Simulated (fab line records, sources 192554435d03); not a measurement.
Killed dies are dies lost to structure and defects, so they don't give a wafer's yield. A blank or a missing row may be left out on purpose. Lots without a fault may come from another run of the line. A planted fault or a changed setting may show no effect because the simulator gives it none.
Split-lot experiment | flow n5_finfet | 7 lots, 21 wafers read, on a route of 1938 steps

THE SPLIT
At N5_BEOL_M14_ILD_DEP_00 (deposits SiO2 from TEOS/O2, target thk 1119.3 nm, time 237.4 s), the setting time_s was moved away from the recipe's 237.4 s on 3 of the 21 wafers read, by -11.7% to -6.2%. The other wafers ran this setting at the recipe's value.

The file shows no step between the split and the reading.

THE READING
M14_ILD_THK, in nm, at N5_BEOL_M14_THK_MEAS_01. Fault-free wafers of this fab line usually give 1125 nm, standard deviation 15 nm.

wafer  | tool, chamber at the split | time_s as run, s | against the recipe | M14_ILD_THK, nm | against lot-mates on the recipe
L076.2 | pecvd-02, 1                | 237.4            | recipe             | 1106            | -
L076.4 | pecvd-02, 2                | 237.4            | recipe             | 1119            | -
L076.6 | pecvd-02, 0                | 237.4            | recipe             | 1102            | -
L078.1 | pecvd-03, 1                | 237.4            | recipe             | 1136            | -
L078.3 | pecvd-03, 2                | 237.4            | recipe             | 1130            | -
L078.5 | pecvd-03, 0                | 237.4            | recipe             | 1145            | -
L077.2 | pecvd-02, 0                | 237.4            | recipe             | 1104            | -
L077.3 | pecvd-02, 2                | 237.4            | recipe             | 1109            | -
L077.5 | pecvd-02, 1                | 237.4            | recipe             | 1129            | -
L079.3 | pecvd-03, 2                | 237.4            | recipe             | 1132            | -
L079.4 | pecvd-03, 1                | 237.4            | recipe             | 1150            | -
L079.6 | pecvd-03, 1                | 237.4            | recipe             | 1145            | -
L083.2 | pecvd-03, 2                | 237.4            | recipe             | 1106            | -
L083.3 | pecvd-03, 2                | 237.4            | recipe             | 1116            | -
L083.6 | pecvd-03, 1                | 237.4            | recipe             | 1146            | -
L093.2 | pecvd-02, 1                | 237.4            | recipe             | 1112            | -
L093.4 | pecvd-02, 2                | 237.4            | recipe             | 1139            | -
L093.6 | pecvd-02, 1                | 209.7            | -11.7%             | 1005            | -120
L096.2 | pecvd-04, 2                | 222.7            | -6.2%              | 1050            | -87
L096.3 | pecvd-04, 1                | 222.7            | -6.2%              | 1040            | -97
L096.6 | pecvd-04, 2                | 237.4            | recipe             | 1137            | -

THE FIT
A straight line over all 21 wafers: M14_ILD_THK changes by +11.3 nm for each +1% of time_s; r = +0.91; the points scatter about the line by 16 nm.
The same after taking each lot's own level away (the mean of its wafers on the recipe; 21 wafers): +11.9 nm for each +1%; r = +0.95; scatter 13 nm.
On that fit, the largest move of time_s shifts the reading by 1.4e+02 nm.
The lots' own levels span 1109.0 to 1142.3 nm, that is 2.2 times the standard deviation above.
So the lot-to-lot level changes the slope little: the two slopes agree.
Check: with one of the wafers moved furthest among these (-11.7%) left out of the fit, the line predicts -173 nm for it against its lot-mates. It came out at -120 nm against them.

OTHER SPLITS ON THESE WAFERS
These wafers also went through other splits before the reading. Each is held against what the fit with the lots' levels taken away leaves over:
other split on the same wafers    | wafers away from the commonest value | r with M14_ILD_THK (lot level and that fit taken away)
N5_BEOL_M11_TRENCH_ETCH_37 time_s | 2                                    | +0.37
N5_BEOL_M11_ALD_74 ald_cycles     | 8                                    | -0.23
N5_BEOL_M12_COAT_22 spin_rpm      | 4                                    | -0.10

THE WHOLE CHAIN: every reading that the file lists as answering this split, in the file's order
step                    | what it does                                                   | reading                                                                             | change (the file's fit)              | r (the file's)
N5_BEOL_M14_ILD_DEP_00  | deposits SiO2 from TEOS/O2, target thk 1119.3 nm, time 237.4 s | SiO2_of_BEOL_M14_ILD_DEP_00.thk_nm (the simulator's own value, which no gauge read) | +11.4 nm for each +1% of the setting | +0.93
N5_BEOL_M14_THK_MEAS_01 |                                                                | M14_ILD_THK                                                                         | +11.4 for each +1% of the setting    | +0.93
N5_BEOL_M14_VIA_ETCH_16 | etches SiO2 in C4F8/O2/Ar, target depth 1231.3 nm              | etch.depth_nm (the simulator's own value, which no gauge read)                      | +11.4 nm for each +1% of the setting | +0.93
N5_BEOL_M14_VIA_ETCH_16 | etches SiO2 in C4F8/O2/Ar, target depth 1231.3 nm              | coat_of_BEOL_M14_COAT_04.thk_nm (the simulator's own value, which no gauge read)    | -2.46 nm for each +1% of the setting | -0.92

THE FILE'S OWN FIT
M14_ILD_THK changes by +11.4 nm for each +1% of time_s, r = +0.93.
